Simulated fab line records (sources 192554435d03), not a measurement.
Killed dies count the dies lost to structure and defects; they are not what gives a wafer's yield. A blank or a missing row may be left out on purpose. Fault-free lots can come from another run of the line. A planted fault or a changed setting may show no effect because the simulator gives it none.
Chamber matching ; flow n5Finfet ; 3 sister chambers for N5_BEOL_M14_DEP_53 on pecvd-04
The step deposits SiCN from 3MS/NH3, target thk 50 nm, time 17.8 s. 3 wafers are shown with their chamber, then 11 later ones without.

## WAFERS, EACH WITH ITS CHAMBER
wafer;chamber;throttleValvePct (%)
L089.2;1;19.5
L089.3;0;17.2
L090.1;2;17.6

## WAFERS WITHOUT THEIR CHAMBER
wafer;throttleValvePct (%)
L090.3;19.6
L090.6;17.5
L093.1;19.2
L093.3;17.6
L093.5;17.3
L097.1;19.3
L097.3;17.7
L097.4;19.2
L096.3;17.6
L096.4;19.4
L096.5;17.4

## CHAMBER TAKEN BY EACH
wafer;from the rows above;in truth
L090.3;1;1
L090.6;can't be placed: 2 or 0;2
L093.1;1;1
L093.3;2;2
L093.5;can't be placed: 0 or 2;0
L097.1;1;1
L097.3;2;2
L097.4;1;1
L096.3;2;2
L096.4;1;1
L096.5;can't be placed: 0 or 2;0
Placed correctly: 8 of 11. These rows do not allow placing 3 (true chamber among the candidates in 3). Wrongly placed: 0.
How it was worked out, from the rows above alone: a wafer's distance from a chamber is the root of the sum, over the readings, of the square of ((its reading less the chamber's mean) divided by the reading's scatter). If the next closest chamber is less than 2 further off than the closest, the wafer can't be placed; otherwise it belongs to the closest. The mean given for a chamber averages the wafers shown for that chamber. The scatter: root of mean squared gap, hidden wafer to nearest shown wafer, with one shown wafer a chamber.
